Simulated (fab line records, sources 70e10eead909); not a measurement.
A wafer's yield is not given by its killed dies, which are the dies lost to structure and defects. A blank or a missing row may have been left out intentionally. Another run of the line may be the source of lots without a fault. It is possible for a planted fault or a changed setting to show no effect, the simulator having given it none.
fab line records | flow nand_harc | part 1 of 2: steps 1 to 27 of 42
[record] lots = 5 | wafers = 15 | last_day = 33
route steps=1302 shown P_M0@283 P_M1@285 P_M2@318
lots that met no fault: taken from a fault-free run of the same line
start_h: start of the lot's first displayed wafer, in hours after the record's first day | wait_h: hours since the lot's step before | " same as the row above | L1.1+2: a single row standing in for several wafers | - either no value or no given start | * or withheld: withheld | < > ~ a bound
route shown NAME@n: a module of which the file shows steps, and the number in the route of the first | usual: mean/standard deviation of fault-free wafers | same: alike in all rows | chamber/n: place in a boat | sites: each site's reading | _std_site: the standard deviation of these | _edge_site: mean of outer sites minus mean of inner sites | radius_mm: for every site, how far away it sits from the centre of the wafer | mask NAME#n: copy n | behind: the most recent tool/chamber to have shaped the wafer | hold: what put the lot on hold/how long, in hours/how the hold closed | device: names the non-switching transistor (n, p or np) | end of line: at the end of the route, the tests of the same wafers | a step with no rows: only its recipe | killed: at the first sort, the dies lost to defects and structure; wafer yield is something else | map: dies across one wafer; x = killed, . = not, _ = none there
set.NAME: the setting as run; set.NAME@STEP: as run at that earlier step | model.NAME: the simulator's own value behind a step, which no gauge read
lots at selected steps of the route; one table per step, one row per wafer
services: a tool's chamber out of use, with start hour (start_h, from the record's first day; less than 0 if before it), hours out, and reason
[[steps]]
[step NHARC_P_M0_PRE_CLEAN_31]
[recipe] time_s = 12 | temp_c = 370 | rf_power_w = 300 | gas = NH3
[usual] heater_power_w = 613/53
lot.wafer | tool     | chamber | start_h | wait_h | heater_power_w
L078.4    | pecvd-02 | 0       | 165.45  | 0.1    | 587
L078.6    | "        | 1       | "       | "      | 592
L078.5    | "        | 2       | "       | "      | 513
L081.2    | pecvd-02 | 0       | 194.92  | 0.1    | 636
L081.6    | "        | 0       | "       | "      | 618
L081.4    | "        | 1       | "       | "      | 659
L088.1    | pecvd-02 | 1       | 274.35  | 0.1    | 640
L088.3    | "        | 2       | "       | "      | 572
L088.6    | "        | 2       | "       | "      | 575
L095.3    | pecvd-01 | 0       | 328.51  | 0.1    | 701
L095.6    | "        | 1       | "       | "      | 625
L095.4    | "        | 2       | "       | "      | 542
L094.2    | pecvd-02 | 0       | 329.10  | 0.1    | 612
L094.4    | "        | 2       | "       | "      | 515
L094.5    | "        | 0       | "       | "      | 611
[step NHARC_P_M0_DEP_32]
[recipe] target_thk_a = 300 | temp_c = 370 | target_thk_nm = 30 | pressure_torr = 3 | flow_sccm = 200 | rf_w = 450 | material = SiCN
[usual] heater_power_w = 565/55
lot.wafer | tool     | chamber | start_h | wait_h | heater_power_w
L078.4    | pecvd-02 | 0       | 165.62  | 0.2    | 572
L078.6    | "        | 1       | "       | "      | 579
L078.5    | "        | 2       | "       | "      | 558
L081.2    | pecvd-02 | 0       | 195.00  | 0.1    | 539
L081.6    | "        | 0       | "       | "      | 540
L081.4    | "        | 1       | "       | "      | 595
L088.1    | pecvd-02 | 1       | 274.43  | 0.1    | 561
L088.3    | "        | 2       | "       | "      | 526
L088.6    | "        | 2       | "       | "      | 520
L095.3    | pecvd-01 | 0       | 328.65  | 0.1    | 681
L095.6    | "        | 1       | "       | "      | 593
L095.4    | "        | 2       | "       | "      | 512
L094.2    | pecvd-02 | 0       | 329.21  | 0.1    | 563
L094.4    | "        | 2       | "       | "      | 525
L094.5    | "        | 0       | "       | "      | 558
[step NHARC_P_M1_DEP_00]
[recipe] target_thk_a = 1825 | target_thk_nm = 182.5 | temp_c = withheld | pressure_torr = 5 | flow_sccm = 200 | rf_w = 600 | material = SiOC
lot.wafer  | tool     | chamber | start_h | wait_h
L078.4+5+6 | pecvd-02 | 2,0,1   | -       | -
L081.2+6+4 | pecvd-02 | 2,1,0   | -       | -
L088.3+1+6 | pecvd-02 | 2,0,1   | -       | -
L095.3+6+4 | pecvd-04 | 1,2,0   | 329.07  | -
L094.2+4+5 | pecvd-04 | 2,2,0   | 329.63  | -
[step NHARC_P_M1_DEHYDRATE_01]
[recipe] temp_c = 150 | time_s = 120
lot.wafer  | tool           | chamber | start_h | wait_h
L078.4+5+6 | litho_track-01 | 0       | 166.29  | -
L081.2+4+6 | litho_track-06 | 0       | 195.80  | -
L088.1+3+6 | litho_track-06 | 0       | 275.23  | -
L095.3+4+6 | litho_track-04 | 0       | 329.38  | -
L094.2+4+5 | litho_track-06 | 0       | 329.99  | -
[step NHARC_P_M1_HMDS_02]
[recipe] time_s = 30
lot.wafer  | tool           | chamber | start_h | wait_h
L078.4+5+6 | litho_track-01 | 0       | -       | -
L081.2+4+6 | litho_track-06 | 0       | -       | -
L088.1+3+6 | litho_track-06 | 0       | -       | -
L095.3+4+6 | litho_track-04 | 0       | -       | -
L094.2+4+5 | litho_track-06 | 0       | -       | -
[step NHARC_P_M1_COAT_34]
[recipe] temp_c = 200 | time_s = 65
lot.wafer  | tool           | chamber | start_h | wait_h
L078.4+5+6 | litho_track-01 | 0       | -       | -
L081.2+4+6 | litho_track-06 | 0       | -       | -
L088.1+3+6 | litho_track-06 | 0       | -       | -
L095.3+4+6 | litho_track-04 | 0       | -       | -
L094.2+4+5 | litho_track-06 | 0       | -       | -
[step NHARC_P_M1_COAT_03]
[recipe] spin_rpm = 1500 | resist_thk_nm = 90
lot.wafer  | tool           | chamber | start_h | wait_h
L078.4+5+6 | litho_track-01 | 0       | -       | -
L081.2+4+6 | litho_track-06 | 0       | -       | -
L088.1+3+6 | litho_track-06 | 0       | -       | -
L095.3+4+6 | litho_track-04 | 0       | -       | -
L094.2+4+5 | litho_track-06 | 0       | -       | -
[step NHARC_P_M1_SOFTBAKE_04]
[recipe] temp_c = 105 | time_s = 55
lot.wafer  | tool           | chamber | start_h | wait_h
L078.4+5+6 | litho_track-01 | 0       | -       | -
L081.2+4+6 | litho_track-06 | 0       | -       | -
L088.1+3+6 | litho_track-06 | 0       | -       | -
L095.3+4+6 | litho_track-04 | 0       | -       | -
L094.2+4+5 | litho_track-06 | 0       | -       | -
[step NHARC_P_M1_EBR_05]
lot.wafer  | tool           | chamber | start_h | wait_h
L078.4+5+6 | litho_track-01 | 0       | -       | -
L081.2+4+6 | litho_track-06 | 0       | -       | -
L088.1+3+6 | litho_track-06 | 0       | -       | -
L095.3+4+6 | litho_track-04 | 0       | -       | -
L094.2+4+5 | litho_track-06 | 0       | -       | -
[step NHARC_P_M1_EXPOSE_06]
[recipe] na = 1.35 | target_cd_nm = 130 | dose_mj = 81.88 | mask_id = P_M1
[usual] exposure_dose_mJ_cm2 = 81.86/0.077
lot.wafer | tool            | chamber | start_h | wait_h | mask   | exposure_dose_mJ_cm2
L078.4    | arfi_scanner-03 | 0       | 166.59  | -      | P_M1#0 | 81.89
L078.5    | "               | 0       | "       | "      | P_M1#0 | 81.97
L078.6    | "               | 0       | "       | "      | P_M1#0 | 81.89
L081.2    | arfi_scanner-03 | 0       | 200.00  | -      | P_M1#0 | 81.83
L081.4    | "               | 0       | "       | "      | P_M1#0 | 81.98
L081.6    | "               | 0       | "       | "      | P_M1#0 | 81.94
L088.1    | arfi_scanner-03 | 0       | 275.52  | -      | P_M1#0 | 81.87
L088.3    | "               | 0       | "       | "      | P_M1#0 | 81.76
L088.6    | "               | 0       | "       | "      | P_M1#0 | 81.75
L095.3    | arfi_scanner-02 | 0       | 329.55  | -      | P_M1#0 | 81.95
L095.4    | "               | 0       | "       | "      | P_M1#0 | 81.84
L095.6    | "               | 0       | "       | "      | P_M1#0 | 81.84
L094.2    | arfi_scanner-01 | 0       | 330.28  | -      | P_M1#0 | 81.84
L094.4    | "               | 0       | "       | "      | P_M1#0 | 81.83
L094.5    | "               | 0       | "       | "      | P_M1#0 | 81.91
[step NHARC_P_M1_PEB_07]
[recipe] peb_temp_c = 100 | peb_time_s = 65
lot.wafer  | tool           | chamber | start_h | wait_h
L078.4+5+6 | litho_track-04 | 0       | 166.64  | 0.0
L081.2+4+6 | litho_track-06 | 0       | 200.07  | 0.1
L088.1+3+6 | litho_track-01 | 0       | 275.58  | 0.1
L095.3+4+6 | litho_track-01 | 0       | 329.61  | 0.0
L094.2+4+5 | litho_track-04 | 0       | 330.34  | 0.1
[step NHARC_P_M1_DEVELOP_08]
[recipe] develop_time_s = 35 | dev_temp_c = 23
lot.wafer  | tool           | chamber | start_h | wait_h
L078.4+5+6 | litho_track-04 | 0       | -       | -
L081.2+4+6 | litho_track-06 | 0       | -       | -
L088.1+3+6 | litho_track-01 | 0       | -       | -
L095.3+4+6 | litho_track-01 | 0       | -       | -
L094.2+4+5 | litho_track-04 | 0       | -       | -
[step NHARC_P_M1_CD_MEAS_09]
[recipe] target_cd_nm = 130 | landing_energy_ev = 500
[usual] cd_nm = 129.8/0.48
lot.wafer | tool      | chamber | start_h | wait_h | cd_nm
L078.4    | cd_sem-02 | 0       | 166.73  | -      | 130.3
L078.5    | "         | 0       | "       | "      | 129.8
L078.6    | "         | 0       | "       | "      | 130.1
L081.2    | cd_sem-02 | 0       | 200.15  | -      | 129.7
L081.4    | "         | 0       | "       | "      | 130.0
L081.6    | "         | 0       | "       | "      | 130.6
L088.1    | cd_sem-01 | 0       | 275.66  | -      | 130.3
L088.3    | "         | 0       | "       | "      | 130.1
L088.6    | "         | 0       | "       | "      | 129.5
L095.3    | cd_sem-03 | 0       | 329.69  | -      | 130.2
L095.4    | "         | 0       | "       | "      | 130.1
L095.6    | "         | 0       | "       | "      | 130.6
L094.2    | cd_sem-01 | 0       | 330.42  | -      | 128.9
L094.4    | "         | 0       | "       | "      | 130.1
L094.5    | "         | 0       | "       | "      | 129.7
[step NHARC_P_M1_OVL_MEAS_10]
[recipe] pitch_nm = 260
[usual] overlay_x_nm = 0.0/0.68 | overlay_y_nm = 0.1/0.91
lot.wafer | tool       | chamber | start_h | wait_h | overlay_x_nm | overlay_y_nm
L078.4    | overlay-01 | -       | 166.81  | -      | 0.1          | 0.7
L078.5    | "          | -       | "       | "      | 0.0          | 0.3
L078.6    | "          | -       | "       | "      | 0.1          | 0.8
L081.2    | overlay-02 | -       | 200.24  | -      | 1.2          | -1.5
L081.4    | "          | -       | "       | "      | 1.4          | -1.3
L081.6    | "          | -       | "       | "      | 1.4          | -0.9
L088.1    | overlay-01 | -       | 275.75  | -      | -1.5         | 0.8
L088.3    | "          | -       | "       | "      | -1.0         | 0.3
L088.6    | "          | -       | "       | "      | -1.3         | 0.5
L095.3    | overlay-02 | -       | 329.77  | -      | -0.4         | 1.4
L095.4    | "          | -       | "       | "      | -0.1         | 1.7
L095.6    | "          | -       | "       | "      | -0.1         | 2.4
L094.2    | overlay-01 | -       | 330.51  | -      | 1.2          | -0.1
L094.4    | "          | -       | "       | "      | 0.5          | -0.8
L094.5    | "          | -       | "       | "      | 0.6          | -1.6
[step NHARC_P_M1_INSPECT_11]
[usual] raw_defect_count = 4.9/2.7
lot.wafer | tool              | chamber | start_h | wait_h | raw_defect_count
L078.4    | defect_inspect-01 | -       | 166.85  | 0.0    | 3
L078.5    | "                 | -       | "       | "      | 6
L078.6    | "                 | -       | "       | "      | 8
L081.2    | defect_inspect-01 | -       | 200.27  | 0.0    | 4
L081.4    | "                 | -       | "       | "      | 4
L081.6    | "                 | -       | "       | "      | 6
L088.1    | defect_inspect-01 | -       | 275.78  | 0.0    | 7
L088.3    | "                 | -       | "       | "      | 4
L088.6    | "                 | -       | "       | "      | 3
L095.3    | defect_inspect-02 | -       | 329.81  | 0.0    | 2
L095.4    | "                 | -       | "       | "      | 4
L095.6    | "                 | -       | "       | "      | 3
L094.2    | defect_inspect-02 | -       | 330.55  | 0.0    | 5
L094.4    | "                 | -       | "       | "      | 2
L094.5    | "                 | -       | "       | "      | 4
[step NHARC_P_M1_DESCUM_14]
[recipe] time_s = 3 | o2_flow_sccm = 200 | ar_flow_sccm = 0 | bias_power_w = 0 | chemistry = O2
[usual] drypump_motor_current_A = 5.9/0.52 | oes_product_au = 0.998/0.0071 | rf_vpp_V = 57.9/0.83 | showerhead_plenum_p_Torr = 1.92/0.077 | throttle_valve_pct = 11.311/0.0087
lot.wafer | tool        | chamber | start_h | wait_h | drypump_motor_current_A | oes_product_au | rf_hours_counter_h | rf_vpp_V | showerhead_plenum_p_Torr | throttle_valve_pct
L078.4    | rie_diel-03 | 0       | 166.94  | 0.1    | 5.7                     | 0.998          | -                  | 59.1     | 2.04                     | 11.296
L078.5    | "           | 1       | "       | "      | 6.0                     | 1.004          | -                  | 57.3     | 1.86                     | 11.300
L078.6    | "           | 2       | "       | "      | 5.9                     | 0.998          | -                  | 58.4     | 1.96                     | 11.309
L081.4    | rie_diel-03 | 1       | 200.34  | 0.1    | 6.0                     | 1.001          | 6                  | 58.3     | 1.86                     | 11.314
L081.2    | "           | 3       | "       | "      | 4.8                     | 1.000          | 4                  | 58.0     | 1.84                     | 11.316
L081.6    | "           | 1       | "       | "      | 6.0                     | 0.999          | -                  | 58.6     | 1.86                     | 11.308
L088.3    | rie_diel-03 | 2       | 275.85  | 0.1    | 5.9                     | 0.997          | 14                 | 57.8     | 1.95                     | 11.320
L088.1    | "           | 0       | "       | "      | 5.7                     | 0.993          | 13                 | 57.1     | 2.04                     | 11.311
L088.6    | "           | 1       | "       | "      | 6.0                     | 1.010          | -                  | 56.6     | 1.86                     | 11.296
L095.4    | rie_diel-03 | 3       | 329.87  | 0.1    | 4.8                     | 1.001          | 3                  | 57.3     | 1.83                     | 11.317
L095.3    | "           | 2       | "       | "      | 5.9                     | 0.992          | 3                  | 58.6     | 1.95                     | 11.316
L095.6    | "           | 3       | "       | "      | 4.8                     | 0.976          | -                  | 56.7     | 1.83                     | 11.319
L094.2    | rie_diel-09 | 2       | 330.61  | 0.1    | 6.0                     | 0.994          | 1                  | 58.8     | 1.80                     | 11.312
L094.4    | "           | 0       | "       | "      | 5.8                     | 1.002          | 1                  | 57.4     | 1.77                     | 11.308
L094.5    | "           | 3       | "       | "      | 5.5                     | 0.994          | -                  | 57.8     | 2.08                     | 11.304
[step NHARC_P_M1_ETCH_35]
[recipe] target_depth_a = 400 | overetch_a = 120 | time_s = 43.94 | ion_energy_ev = 200 | n2_flow_sccm = 150 | h2_flow_sccm = 150 | ar_flow_sccm = 0 | rf_w = 400 | bias_w = 150 | chemistry = N2/H2
[usual] drypump_motor_current_A = 5.9/0.54 | h2_flow_sccm = 150.0/0.43 | oes_product_au = 1.000/0.0062 | rf_vpp_V = 430.7/2.4 | showerhead_plenum_p_Torr = 2.05/0.083 | throttle_valve_pct = 14.171/0.0093
lot.wafer | tool        | chamber | start_h | wait_h | drypump_motor_current_A | h2_flow_sccm | oes_product_au | rf_hours_counter_h | rf_vpp_V | showerhead_plenum_p_Torr | throttle_valve_pct
L078.4    | rie_diel-03 | 2       | 167.03  | 0.1    | 5.9                     | 149.5        | 0.999          | -                  | 431.6    | 2.09                     | 14.172
L078.6    | "           | 0       | "       | "      | 5.7                     | 150.0        | 1.001          | -                  | 436.2    | 2.18                     | 14.185
L078.5    | "           | 1       | "       | "      | 6.0                     | 149.6        | 1.005          | -                  | 429.3    | 1.98                     | 14.174
L081.2    | rie_diel-03 | 1       | 200.42  | 0.1    | 6.0                     | 150.3        | 1.002          | 6                  | 429.4    | 1.98                     | 14.166
L081.4    | "           | 0       | "       | "      | 5.7                     | 150.5        | 0.989          | 6                  | 434.9    | 2.18                     | 14.182
L081.6    | "           | 1       | "       | "      | 6.0                     | 150.5        | 0.999          | -                  | 429.3    | 1.98                     | 14.169
L088.1    | rie_diel-03 | 0       | 276.08  | 0.2    | 5.7                     | 150.0        | 0.993          | 13                 | 433.1    | 2.18                     | 14.167
L088.3    | "           | 1       | "       | "      | 6.0                     | 149.7        | 0.996          | 13                 | 429.2    | 1.98                     | 14.173
L088.6    | "           | 2       | "       | "      | 5.9                     | 150.0        | 0.998          | -                  | 431.1    | 2.08                     | 14.178
L095.4    | rie_diel-03 | 3       | 329.95  | 0.1    | 4.8                     | 150.2        | 0.998          | 3                  | 427.4    | 1.95                     | 14.162
L095.3    | "           | 1       | "       | "      | 6.0                     | 150.1        | 0.990          | 2                  | 428.4    | 1.98                     | 14.182
L095.6    | "           | 3       | "       | "      | 4.8                     | 151.0        | 1.006          | -                  | 428.0    | 1.95                     | 14.157
L094.4    | rie_diel-09 | 3       | 331.02  | 0.4    | 5.6                     | 150.5        | 1.006          | 1                  | 434.1    | 2.22                     | 14.162
L094.2    | "           | 1       | "       | "      | 5.9                     | 150.3        | 1.002          | 1                  | 433.2    | 2.14                     | 14.182
L094.5    | "           | 2       | "       | "      | 6.0                     | 150.4        | 0.996          | -                  | 428.4    | 1.92                     | 14.166
[step NHARC_P_M1_ETCH_15]
[recipe] target_depth_a = 1825 | time_s = 91.2 | c4f8_flow_sccm = withheld | ar_flow_sccm = 400 | rf_w = 600 | bias_w = 300 | chemistry = C4F8/Ar
[usual] oes_product_au = 0.953/0.021 | rf_vpp_V = 440.9/2.5
lot.wafer | tool        | chamber | start_h | wait_h | oes_product_au | rf_hours_counter_h | rf_vpp_V
L078.6    | rie_diel-03 | 0       | -       | -      | 0.949          | -                  | 444.5
L078.4    | "           | 1       | "       | "      | 0.953          | -                  | 439.1
L078.5    | "           | 2       | "       | "      | 0.963          | -                  | 441.5
L081.2    | rie_diel-03 | 2       | -       | -      | 0.968          | 6                  | 442.8
L081.4    | "           | 0       | "       | "      | 0.949          | 6                  | 445.4
L081.6    | "           | 3       | "       | "      | 0.976          | -                  | 438.4
L088.3    | rie_diel-03 | 3       | -       | -      | 0.967          | 11                 | 437.9
L088.1    | "           | 2       | "       | "      | 0.949          | 14                 | 442.4
L088.6    | "           | 0       | "       | "      | 0.952          | -                  | 444.4
L095.4    | rie_diel-03 | 1       | -       | -      | 0.967          | 2                  | 439.4
L095.3    | "           | 3       | "       | "      | 0.957          | 3                  | 437.5
L095.6    | "           | 1       | "       | "      | 0.982          | -                  | 438.7
L094.2    | rie_diel-09 | 2       | -       | -      | 0.951          | 1                  | 436.7
L094.4    | "           | 3       | "       | "      | 0.942          | 1                  | 445.9
L094.5    | "           | 2       | "       | "      | 0.941          | -                  | 437.8
[step NHARC_P_M1_CD_MEAS_16]
[usual] cd_nm = 129.8/0.61
lot.wafer | tool      | chamber | start_h | wait_h | cd_nm
L078.4    | cd_sem-02 | -       | 167.26  | -      | 129.9
L078.5    | "         | -       | "       | "      | 129.8
L078.6    | "         | -       | "       | "      | 130.1
L081.2    | cd_sem-03 | -       | 200.64  | -      | 129.9
L081.4    | "         | -       | "       | "      | 129.9
L081.6    | "         | -       | "       | "      | 130.5
L088.1    | cd_sem-02 | -       | 276.33  | -      | 129.7
L088.3    | "         | -       | "       | "      | 129.4
L088.6    | "         | -       | "       | "      | 129.7
L095.3    | cd_sem-03 | -       | 330.18  | -      | 129.8
L095.4    | "         | -       | "       | "      | 130.3
L095.6    | "         | -       | "       | "      | 130.9
L094.2    | cd_sem-03 | -       | 331.25  | -      | 129.2
L094.4    | "         | -       | "       | "      | 130.2
L094.5    | "         | -       | "       | "      | 129.8
[step NHARC_P_M1_STRIP_18]
[recipe] power_w = 1000 | n2_flow_sccm = 150 | h2_flow_sccm = 150 | ar_flow_sccm = 0 | bias_w = 0 | chemistry = N2/H2
[usual] drypump_motor_current_A = 6.0/0.47 | h2_flow_sccm = 150.0/0.42 | oes_product_au = 0.997/0.0071 | rf_vpp_V = 90.7/0.89 | showerhead_plenum_p_Torr = 2.04/0.086 | throttle_valve_pct = 14.171/0.0086
lot.wafer | tool        | chamber | start_h | wait_h | drypump_motor_current_A | h2_flow_sccm | oes_product_au | rf_hours_counter_h | rf_vpp_V | showerhead_plenum_p_Torr | throttle_valve_pct
L078.4    | rie_diel-09 | 0       | 167.33  | 0.1    | 5.8                     | 149.8        | 0.991          | 4                  | 90.2     | 1.90                     | 14.171
L078.6    | "           | 0       | "       | "      | 5.9                     | 149.3        | 0.991          | -                  | 89.5     | 1.90                     | 14.186
L078.5    | "           | 1       | "       | "      | 5.9                     | 150.4        | 0.992          | -                  | 91.6     | 2.15                     | 14.160
L081.4    | rie_diel-10 | 2       | 200.71  | 0.1    | 6.0                     | 150.0        | 1.004          | 8                  | 90.1     | 2.11                     | 14.154
L081.2    | "           | 0       | "       | "      | 6.3                     | 149.7        | 1.009          | 8                  | 90.5     | 2.06                     | 14.173
L081.6    | "           | 2       | "       | "      | 6.0                     | 149.9        | 1.000          | -                  | 92.3     | 2.11                     | 14.166
L088.1    | rie_diel-03 | 3       | 276.40  | 0.1    | 4.8                     | 150.6        | 0.994          | 11                 | 90.0     | 1.95                     | 14.181
L088.3    | "           | 0       | "       | "      | 5.7                     | 149.8        | 0.983          | 13                 | 89.9     | 2.18                     | 14.167
L088.6    | "           | 0       | "       | "      | 5.7                     | 149.5        | 0.989          | -                  | 91.1     | 2.18                     | 14.175
L095.3    | rie_diel-03 | 3       | 330.26  | 0.1    | 4.9                     | 149.9        | 0.986          | 3                  | 90.6     | 1.95                     | 14.171
L095.4    | "           | 1       | "       | "      | 6.0                     | 149.9        | 0.983          | 2                  | 89.2     | 1.98                     | 14.161
L095.6    | "           | 0       | "       | "      | 5.7                     | 149.9        | 0.992          | -                  | 90.7     | 2.18                     | 14.177
L094.4    | rie_diel-10 | 3       | 331.32  | 0.1    | 6.5                     | 149.8        | 0.999          | 4                  | 91.7     | 2.07                     | 14.177
L094.2    | "           | 1       | "       | "      | 6.5                     | 150.4        | 0.995          | 3                  | 90.4     | 1.94                     | 14.178
L094.5    | "           | 3       | "       | "      | 6.6                     | 149.4        | 1.009          | -                  | 90.3     | 2.07                     | 14.164
[step NHARC_P_M1_ETCH_28]
[recipe] target_depth_a = 300 | over_etch_frac = 0.3 | time_s = 72.99 | ion_energy_ev = 150 | cf4_flow_sccm = 50 | n2_flow_sccm = 100 | ar_flow_sccm = 150 | rf_w = 300 | bias_w = 100 | chemistry = CF4/N2
[usual] drypump_motor_current_A = 6.0/0.49 | oes_product_au = 0.998/0.0078 | rf_vpp_V = 313.9/2 | showerhead_plenum_p_Torr = 2.61/0.1 | throttle_valve_pct = 19.793/0.0088
lot.wafer | tool        | chamber | start_h | wait_h | drypump_motor_current_A | oes_product_au | rf_hours_counter_h | rf_vpp_V | showerhead_plenum_p_Torr | throttle_valve_pct
L078.4    | rie_diel-09 | 3       | -       | -      | 5.6                     | 1.005          | 4                  | 311.1    | 2.44                     | 19.813
L078.5    | "           | 3       | "       | "      | 5.5                     | 0.998          | -                  | 311.5    | 2.44                     | 19.800
L078.6    | "           | 0       | "       | "      | 5.8                     | 0.991          | -                  | 311.0    | 2.46                     | 19.799
L081.2    | rie_diel-10 | 1       | -       | -      | 6.5                     | 0.988          | 8                  | 311.4    | 2.50                     | 19.782
L081.4    | "           | 2       | "       | "      | 6.0                     | 1.011          | 8                  | 314.8    | 2.71                     | 19.791
L081.6    | "           | 0       | "       | "      | 6.3                     | 1.003          | -                  | 314.4    | 2.65                     | 19.796
L088.1    | rie_diel-03 | 1       | -       | -      | 6.0                     | 0.987          | 13                 | 313.7    | 2.55                     | 19.787
L088.3    | "           | 2       | "       | "      | 5.9                     | 0.990          | 14                 | 315.1    | 2.68                     | 19.798
L088.6    | "           | 3       | "       | "      | 4.8                     | 1.006          | -                  | 312.7    | 2.52                     | 19.798
L095.4    | rie_diel-03 | 1       | -       | -      | 6.0                     | 1.001          | 3                  | 312.9    | 2.55                     | 19.813
L095.3    | "           | 2       | "       | "      | 5.9                     | 1.000          | 3                  | 315.6    | 2.68                     | 19.808
L095.6    | "           | 3       | "       | "      | 4.8                     | 0.995          | -                  | 310.2    | 2.52                     | 19.790
L094.4    | rie_diel-10 | 2       | -       | -      | 6.0                     | 1.014          | 3                  | 315.4    | 2.70                     | 19.787
L094.2    | "           | 3       | "       | "      | 6.6                     | 1.012          | 4                  | 314.4    | 2.66                     | 19.796
L094.5    | "           | 0       | "       | "      | 6.3                     | 1.003          | -                  | 314.1    | 2.64                     | 19.795
[step NHARC_P_M1_STRIP_19]
[recipe] time_s = 600 | temp_c = 30 | chemistry = post_etch_residue_remover
lot.wafer  | tool         | chamber | start_h | wait_h
L078.6+4+5 | wet_bench-08 | 3,5,0   | 167.70  | -
L081.6+4+2 | wet_bench-08 | 7,1,4   | 201.08  | -
L088.6+1+3 | wet_bench-10 | 4,6,7   | 278.87  | -
L095.3+6+4 | wet_bench-08 | 6,7,1   | 330.63  | -
L094.5+4+2 | wet_bench-08 | 3,5,7   | 331.70  | -
[step NHARC_P_M1_DEGAS_29]
[recipe] temp_c = 250 | time_s = 60
[usual] heater_power_w = 337/39
lot.wafer | tool           | chamber | start_h | wait_h | heater_power_w
L078.4    | pvd_sputter-03 | -       | 167.98  | -      | 374
L078.6    | "              | -       | "       | "      | 338
L078.5    | "              | -       | "       | "      | 268
L081.2    | pvd_sputter-02 | -       | 201.40  | -      | 276
L081.4    | "              | -       | "       | "      | 392
L081.6    | "              | -       | "       | "      | 274
L088.1    | pvd_sputter-03 | -       | 279.13  | -      | 274
L088.3    | "              | -       | "       | "      | 369
L088.6    | "              | -       | "       | "      | 267
L095.3    | pvd_sputter-01 | -       | 330.90  | -      | 407
L095.4    | "              | -       | "       | "      | 360
L095.6    | "              | -       | "       | "      | 362
L094.4    | pvd_sputter-01 | -       | 331.97  | -      | 336
L094.2    | "              | -       | "       | "      | 299
L094.5    | "              | -       | "       | "      | 346
[step NHARC_P_M1_PRE_CLEAN_30]
[recipe] time_s = 30 | temp_c = 280 | gas = H2/He
[usual] heater_power_w = 411/47
lot.wafer | tool           | chamber | start_h | wait_h | heater_power_w
L078.4    | pvd_sputter-03 | -       | -       | -      | 409
L078.6    | "              | -       | "       | "      | 326
L078.5    | "              | -       | "       | "      | 459
L081.2    | pvd_sputter-02 | -       | -       | -      | 345
L081.4    | "              | -       | "       | "      | 478
L081.6    | "              | -       | "       | "      | 408
L088.3    | pvd_sputter-03 | -       | -       | -      | 456
L088.1    | "              | -       | "       | "      | 407
L088.6    | "              | -       | "       | "      | 411
L095.3    | pvd_sputter-01 | -       | -       | -      | 422
L095.4    | "              | -       | "       | "      | 476
L095.6    | "              | -       | "       | "      | 419
L094.4    | pvd_sputter-01 | -       | -       | -      | 476
L094.2    | "              | -       | "       | "      | 440
L094.5    | "              | -       | "       | "      | 486
[step NHARC_P_M1_PVD_20]
[recipe] target_thk_a = 50 | bias_v = 168.6 | power_w = 15000 | chamber_pressure_pa = 0.12 | time_s = 8.06 | substrate_temp_c = 50 | material = TaN
[usual] throttle_valve_pct = 30.4/1.1
lot.wafer | tool           | chamber | start_h | wait_h | throttle_valve_pct
L078.4    | pvd_sputter-03 | -       | -       | -      | 30.5
L078.5    | "              | -       | "       | "      | 29.8
L078.6    | "              | -       | "       | "      | 29.8
L081.4    | pvd_sputter-02 | -       | -       | -      | 29.8
L081.2    | "              | -       | "       | "      | 30.0
L081.6    | "              | -       | "       | "      | 32.0
L088.1    | pvd_sputter-03 | -       | -       | -      | 30.2
L088.3    | "              | -       | "       | "      | 29.3
L088.6    | "              | -       | "       | "      | 31.0
L095.3    | pvd_sputter-01 | -       | -       | -      | 28.6
L095.4    | "              | -       | "       | "      | 30.1
L095.6    | "              | -       | "       | "      | 28.5
L094.4    | pvd_sputter-01 | -       | -       | -      | 29.3
L094.2    | "              | -       | "       | "      | 31.5
L094.5    | "              | -       | "       | "      | 30.1
[step NHARC_P_M1_PVD_21]
[recipe] target_thk_a = 300 | chamber_pressure_pa = 5 | power_w = 5000 | substrate_temp_c = 30 | time_s = 20.49 | material = Cu
[usual] throttle_valve_pct = 30.4/1.1
lot.wafer | tool           | chamber | start_h | wait_h | throttle_valve_pct
L078.4    | pvd_sputter-03 | -       | -       | -      | 29.8
L078.5    | "              | -       | "       | "      | 29.9
L078.6    | "              | -       | "       | "      | 30.2
L081.4    | pvd_sputter-02 | -       | -       | -      | 32.2
L081.2    | "              | -       | "       | "      | 30.1
L081.6    | "              | -       | "       | "      | 31.8
L088.1    | pvd_sputter-03 | -       | -       | -      | 29.8
L088.3    | "              | -       | "       | "      | 29.9
L088.6    | "              | -       | "       | "      | 29.5
L095.4    | pvd_sputter-01 | -       | -       | -      | 32.0
L095.3    | "              | -       | "       | "      | 28.2
L095.6    | "              | -       | "       | "      | 29.9
L094.4    | pvd_sputter-01 | -       | -       | -      | 28.2
L094.2    | "              | -       | "       | "      | 31.6
L094.5    | "              | -       | "       | "      | 31.8
[step NHARC_P_M1_ECD_22]
[recipe] target_thk_a = 4000 | bath_temp_c = 25 | material = Cu
lot.wafer  | tool      | chamber | start_h | wait_h
L078.4+6+5 | ecd_cu-01 | 1,1,0   | 168.43  | -
L081.2+4+6 | ecd_cu-01 | 1,0,1   | 201.80  | -
L088.1+3+6 | ecd_cu-01 | 0       | 279.50  | -
L095.4+3+6 | ecd_cu-01 | 1,0,0   | 331.36  | -
L094.2+4+5 | ecd_cu-02 | 0,0,1   | 332.32  | -
